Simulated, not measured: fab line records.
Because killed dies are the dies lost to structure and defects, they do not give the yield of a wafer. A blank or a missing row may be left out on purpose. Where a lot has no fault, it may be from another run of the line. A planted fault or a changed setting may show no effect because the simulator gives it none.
Which tool is to blame?	flow nandHarc	33 wafers from 11 lots sampled at 5 of the route's 1302 steps

WHAT THE GAUGES SHOWED, per wafer
NHARC_END_SORT_01. Usual: killedAtArray 53, standard deviation 20; killedAtOther 1, standard deviation 1.2; killedAtPeriphery 3.7, standard deviation 2.6; killedDies 58, standard deviation 20; killedOpen 3.5, standard deviation 1.8; killedShort 2.4, standard deviation 1.7.
lot	measured	on	killedAtArray	killedAtOther	killedAtPeriphery	killedDies	killedOpen	killedShort	flag
L757	day 24 04:37	prober-02	24 18 15	0 1 0	5 7 5	29 26 20	5 2 3	3 3 3	
L761	day 26 11:01	prober-01	103 81 86	2 1 3	6 5 4	111 87 93	3 2 7	2 2 1	
L762	day 26 02:25	prober-02	53 46 49	3 2 3	3 5 4	59 53 56	1 2 6	3 6 1	
L766	day 28 06:10	prober-01	55 37 58	1 2 3	1 2 1	57 41 62	6 0 4	0 4 1	
L768	day 29 04:59	prober-02	60 52 60	0 0 0	6 4 10	66 56 70	3 5 3	5 0 3	
L773	day 31 06:31	prober-02	44 34 35	1 1 1	5 6 3	50 41 39	3 4 5	3 2 2	
L776	day 31 17:59	prober-02	27 57 26	0 1 1	0 2 1	27 60 28	4 5 4	0 3 3	
L775	day 31 19:31	prober-01	55 43 44	2 0 0	4 2 2	61 45 46	2 4 3	2 0 0	
L777	day 32 20:22	prober-01	52 66 52	0 1 0	0 0 1	52 67 53	4 5 1	3 2 3	
L778	day 33 05:23	prober-02	25 32 25	6 0 1	7 4 9	38 36 35	5 7 3	2 0 5	
L780	day 33 05:26	prober-01	56 55 42	2 1 0	11 4 7	69 60 49	5 4 4	2 0 1	

WHICH TOOL RAN EACH LOT (tool, then ch and the chambers of the sampled wafers, then the start)
lot	NHARC_A_STAIRCASE_TRIM_16	NHARC_A_STAIRCASE_TRIM_18	NHARC_A_STAIRCASE_TRIM_22	NHARC_A_STAIRCASE_TRIM_24
L757	rieDiel-10 ch 0,2, day 15 22:24 or earlier	rieDiel-10 ch 0,2,3, day 15 22:24 or earlier	rieDiel-07 ch 0,2,3, day 15 22:24 or earlier	rieDiel-07 ch 0,2,3, day 15 22:24
L761	rieDiel-07 ch 1,2,3, day 17 13:11 or earlier	rieDiel-07 ch 0,2, day 17 13:11 or earlier	rieDiel-07 ch 0,2,3, day 17 13:11 or earlier	rieDiel-07 ch 0,1,3, day 17 13:11
L762	rieDiel-10 ch 1,2, day 17 17:05 or earlier	rieDiel-10 ch 0,2,3, day 17 17:05 or earlier	rieDiel-10 ch 1,2,3, day 17 17:05 or earlier	rieDiel-10 ch 0,1, day 17 17:05
L766	rieDiel-11 ch 1,2,3, day 19 14:40 or earlier	rieDiel-11 ch 0,2,3, day 19 14:40 or earlier	rieDiel-07 ch 0,1,3, day 19 14:40 or earlier	rieDiel-07 ch 1,2,3, day 19 14:40
L768	rieDiel-11 ch 2,3, day 20 03:35 or earlier	rieDiel-11 ch 0,1,3, day 20 03:35 or earlier	rieDiel-07 ch 0,2,3, day 20 03:35 or earlier	rieDiel-07 ch 0,2,3, day 20 03:35
L773	rieDiel-10 ch 0,1, day 22 13:49 or earlier	rieDiel-10 ch 0,1, day 22 13:49 or earlier	rieDiel-11 ch 0,1, day 22 13:49 or earlier	rieDiel-11 ch 2,3, day 22 13:49
L776	rieDiel-07 ch 0,1,3, day 23 06:51 or earlier	rieDiel-07 ch 0,1,3, day 23 06:51 or earlier	rieDiel-11 ch 0,1,3, day 23 06:51 or earlier	rieDiel-11 ch 2,3, day 23 06:51
L775	rieDiel-10 ch 0,1,2, day 23 06:53 or earlier	rieDiel-10 ch 0,3, day 23 06:53 or earlier	rieDiel-10 ch 0,1,3, day 23 06:53 or earlier	rieDiel-10 ch 0,1,2, day 23 06:53
L777	rieDiel-10 ch 0,3, day 23 18:05 or earlier	rieDiel-10 ch 0,1,3, day 23 18:05 or earlier	rieDiel-10 ch 0,2,3, day 23 18:05 or earlier	rieDiel-10 ch 1,3, day 23 18:05
L778	rieDiel-11 ch 1,3, day 24 11:31 or earlier	rieDiel-11 ch 2,3, day 24 11:31 or earlier	rieDiel-11 ch 0,1,3, day 24 11:31 or earlier	rieDiel-11 ch 0,2, day 24 11:31
L780	rieDiel-10 ch 0,1,3, day 25 01:38 or earlier	rieDiel-10 ch 1,3, day 25 01:38 or earlier	rieDiel-10 ch 0,3, day 25 01:38 or earlier	rieDiel-10 ch 0,2,3, day 25 01:38
- NHARC_A_STAIRCASE_TRIM_16: chemistry O2, time 211.2 s.
- NHARC_A_STAIRCASE_TRIM_18: chemistry O2, time 211.2 s.
- NHARC_A_STAIRCASE_TRIM_22: chemistry O2, time 211.2 s.
- NHARC_A_STAIRCASE_TRIM_24: chemistry O2, time 211.2 s.

WHAT THE TOOLS THEMSELVES READ (means of the sampled wafers that have a number; where no wafer has one, the mark that the record gives instead)
NHARC_A_STAIRCASE_TRIM_16. Usual: drypumpMotorCurrentA 5.9 A, standard deviation 0.42; oesProductAu 1.006 a.u., standard deviation 0.01; rfVppV 57.8 V, standard deviation 0.91; runLengthS 232.4 s, standard deviation 0.47; showerheadPlenumPTorr 3.52 Torr, standard deviation 0.14; throttleValvePct 17.037 %, standard deviation 0.0096.
lot	tool	drypumpMotorCurrentA (A)	oesProductAu (a.u.)	rfVppV (V)	runLengthS (s)	showerheadPlenumPTorr (Torr)	throttleValvePct (%)	flag
L757	rieDiel-10	5.8	1.020	57.7	232.2	3.37	17.050	
L761	rieDiel-07	6.0	1.000	58.4	232.7	3.45	17.039	
L762	rieDiel-10	5.7	1.017	57.4	232.2	3.34	17.037	
L766	rieDiel-11	6.1	1.014	57.5	232.2	3.53	17.029	
L768	rieDiel-11	6.0	1.002	56.8	232.1	3.53	17.029	
L773	rieDiel-10	6.2	1.006	57.4	232.3	3.44	17.041	
L776	rieDiel-07	5.8	0.997	57.5	232.7	3.47	17.035	
L775	rieDiel-10	6.0	1.005	57.8	232.1	3.56	17.040	
L777	rieDiel-10	6.2	1.007	57.9	232.4	3.49	17.030	
L778	rieDiel-11	6.3	0.999	58.1	232.2	3.59	17.039	
L780	rieDiel-10	6.2	0.999	58.0	232.9	3.47	17.039	

NHARC_A_STAIRCASE_TRIM_18. Usual: drypumpMotorCurrentA 5.9 A, standard deviation 0.4; oesProductAu 1.006 a.u., standard deviation 0.0096; rfVppV 57.8 V, standard deviation 0.89; runLengthS 232.5 s, standard deviation 0.44; showerheadPlenumPTorr 3.51 Torr, standard deviation 0.13; throttleValvePct 17.037 %, standard deviation 0.0097.
lot	tool	drypumpMotorCurrentA (A)	oesProductAu (a.u.)	rfVppV (V)	runLengthS (s)	showerheadPlenumPTorr (Torr)	throttleValvePct (%)	flag
L757	rieDiel-10	6.0	1.004	57.9	232.2	3.46	17.040	
L761	rieDiel-07	5.5	0.990	57.2	232.5	3.37	17.033	
L762	rieDiel-10	6.0	1.011	58.1	232.5	3.45	17.047	
L766	rieDiel-11	5.7	0.999	57.7	232.4	3.58	17.043	
L768	rieDiel-11	6.0	1.008	57.7	232.4	3.64	17.033	
L773	rieDiel-10	6.2	1.006	58.0	232.3	3.45	17.037	
L776	rieDiel-07	5.8	1.001	57.8	232.6	3.47	17.038	
L775	rieDiel-10	6.3	1.009	57.9	232.6	3.50	17.043	
L777	rieDiel-10	6.2	1.007	57.4	232.7	3.47	17.034	
L778	rieDiel-11	6.1	1.007	57.7	232.2	3.52	17.040	
L780	rieDiel-10	6.2	1.009	57.9	232.8	3.50	17.042	

NHARC_A_STAIRCASE_TRIM_22. Usual: drypumpMotorCurrentA 5.9 A, standard deviation 0.4; oesProductAu 1.005 a.u., standard deviation 0.01; rfVppV 57.7 V, standard deviation 0.86; runLengthS 232.5 s, standard deviation 0.49; showerheadPlenumPTorr 3.51 Torr, standard deviation 0.13; throttleValvePct 17.037 %, standard deviation 0.0095.
lot	tool	drypumpMotorCurrentA (A)	oesProductAu (a.u.)	rfVppV (V)	runLengthS (s)	showerheadPlenumPTorr (Torr)	throttleValvePct (%)	flag
L757	rieDiel-07	5.6	1.006	57.1	232.7	3.42	17.023	
L761	rieDiel-07	5.6	0.998	57.5	232.8	3.42	17.029	
L762	rieDiel-10	5.9	0.997	58.3	232.6	3.43	17.039	
L766	rieDiel-07	5.8	1.000	57.2	232.5	3.48	17.041	
L768	rieDiel-07	5.6	1.001	57.3	232.9	3.40	17.036	
L773	rieDiel-11	6.0	1.016	58.2	232.1	3.63	17.048	
L776	rieDiel-11	6.0	0.999	57.6	232.3	3.63	17.036	
L775	rieDiel-10	6.2	1.014	56.5	232.7	3.48	17.040	
L777	rieDiel-10	6.0	1.024	57.6	232.7	3.60	17.038	
L778	rieDiel-11	6.0	1.008	57.4	232.6	3.63	17.043	
L780	rieDiel-10	6.2	1.004	57.3	232.6	3.51	17.038	

NHARC_A_STAIRCASE_TRIM_24. Usual: drypumpMotorCurrentA 5.9 A, standard deviation 0.4; oesProductAu 1.005 a.u., standard deviation 0.01; rfVppV 57.7 V, standard deviation 0.88; runLengthS 232.4 s, standard deviation 0.44; showerheadPlenumPTorr 3.50 Torr, standard deviation 0.13; throttleValvePct 17.036 %, standard deviation 0.0091.
lot	tool	drypumpMotorCurrentA (A)	oesProductAu (a.u.)	rfVppV (V)	runLengthS (s)	showerheadPlenumPTorr (Torr)	throttleValvePct (%)	flag
L757	rieDiel-07	5.6	0.995	57.5	232.8	3.42	17.035	
L761	rieDiel-07	5.8	1.000	58.2	232.8	3.49	17.028	
L762	rieDiel-10	6.2	0.990	57.6	232.2	3.46	17.034	
L766	rieDiel-07	6.0	0.997	57.5	218.7	3.43	17.037	OFF
L768	rieDiel-07	5.6	0.995	57.3	218.6	3.40	17.034	OFF
L773	rieDiel-11	5.8	1.008	57.4	232.0	3.45	17.036	
L776	rieDiel-11	5.8	0.995	57.5	232.1	3.45	17.036	
L775	rieDiel-10	6.0	1.011	57.4	232.1	3.56	17.037	
L777	rieDiel-10	6.1	1.003	58.0	232.5	3.46	17.032	
L778	rieDiel-11	5.5	0.997	57.7	232.3	3.48	17.029	
L780	rieDiel-10	6.0	1.013	58.2	232.5	3.59	17.027	

THE ANSWER, worked out from the rows above alone
Rule: a lot is off if the mean of its wafers that have a number lies more than 3 standard deviations from the usual mean. A lot without any number at a reading at which 4 lots or more have one is off too. Any other lot the step has rows for is counted as sound. After the gauges, taken in route order, come the tools' own readings; for these a lot's mean is taken, as printed above. The first step at which some lot is off is used, and at that step the reading that is off furthest; a lot without a number counts as furthest.
Off, at NHARC_A_STAIRCASE_TRIM_24 on runLengthS: L766, L768.
If a tool, at that step or one of the process steps before it, ran each lot that is off and ran no sound lot following the first of them, it fits. NHARC_A_STAIRCASE_TRIM_16: start missing for some lots; hours and lot order therefore follow NHARC_A_STAIRCASE_TRIM_24. NHARC_A_STAIRCASE_TRIM_18: start missing for some lots; hours and lot order therefore follow NHARC_A_STAIRCASE_TRIM_24. NHARC_A_STAIRCASE_TRIM_22: start missing for some lots; hours and lot order therefore follow NHARC_A_STAIRCASE_TRIM_24. One fits: NHARC_A_STAIRCASE_TRIM_22 and NHARC_A_STAIRCASE_TRIM_24 on rieDiel-07. At NHARC_A_STAIRCASE_TRIM_22 its last sound lot is L761 (day 17 13:11), its first lot that is off L766 (day 19 14:40): a fault that began between those two fits.

WHAT HAD BEEN PUT IN BY THE SIMULATOR
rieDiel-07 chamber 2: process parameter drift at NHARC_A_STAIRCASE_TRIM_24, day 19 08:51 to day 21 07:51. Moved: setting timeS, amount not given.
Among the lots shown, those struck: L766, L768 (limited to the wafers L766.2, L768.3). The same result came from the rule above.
